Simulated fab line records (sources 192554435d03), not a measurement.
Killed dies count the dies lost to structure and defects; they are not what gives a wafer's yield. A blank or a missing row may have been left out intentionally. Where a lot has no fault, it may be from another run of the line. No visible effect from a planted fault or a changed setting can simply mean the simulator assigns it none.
Chamber matching + flow n5_finfet + 4 sister chambers for N5_STI_FIN_REVEAL_ETCHBACK_08 on rie_diel-03
The step etches SiO2 in C4F6/O2, target depth 30.5 nm, time 10.167 s. 4 wafers are shown with their chamber, then 9 later ones without.

WAFERS PAIRED WITH THEIR CHAMBERS
| wafer  | chamber | drypump_motor_current_A (A) |
|--------|---------|-----------------------------|
| L086.4 | 1       | 6.0                         |
| L087.2 | 0       | 5.5                         |
| L087.3 | 3       | 6.2                         |
| L087.4 | 2       | 5.8                         |

WAFERS WITH NO CHAMBER GIVEN
| wafer  | drypump_motor_current_A (A) |
|--------|-----------------------------|
| L089.1 | 5.5                         |
| L089.3 | 6.0                         |
| L089.4 | 5.5                         |
| L090.1 | 6.1                         |
| L090.2 | 6.0                         |
| L090.3 | 5.8                         |
| L095.2 | 6.0                         |
| L095.4 | 5.8                         |
| L095.6 | 6.2                         |

WHICH CHAMBER EACH WENT THROUGH
| wafer  | from the rows above     | in truth |
|--------|-------------------------|----------|
| L089.1 | 0                       | 0        |
| L089.3 | 1                       | 1        |
| L089.4 | 0                       | 0        |
| L090.1 | can't be placed: 1 or 3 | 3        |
| L090.2 | 1                       | 1        |
| L090.3 | 2                       | 2        |
| L095.2 | 1                       | 1        |
| L095.4 | 2                       | 2        |
| L095.6 | 3                       | 3        |
Placed correctly: 8 of 9. Unplaceable from these rows: 1, with the true chamber sitting among the candidates in 1. Number placed wrongly: 0.
How it was worked out, from the rows above alone: a wafer's distance from a chamber is the root of the sum, over the readings, of the square of ((its reading less the chamber's mean) divided by the reading's scatter). The wafer belongs to the nearest chamber; if the next one is less than 2 further off, it can't be placed. The mean given for a chamber averages the wafers shown for that chamber. The scatter: root of mean squared gap, hidden wafer to nearest shown wafer, with one shown wafer a chamber.
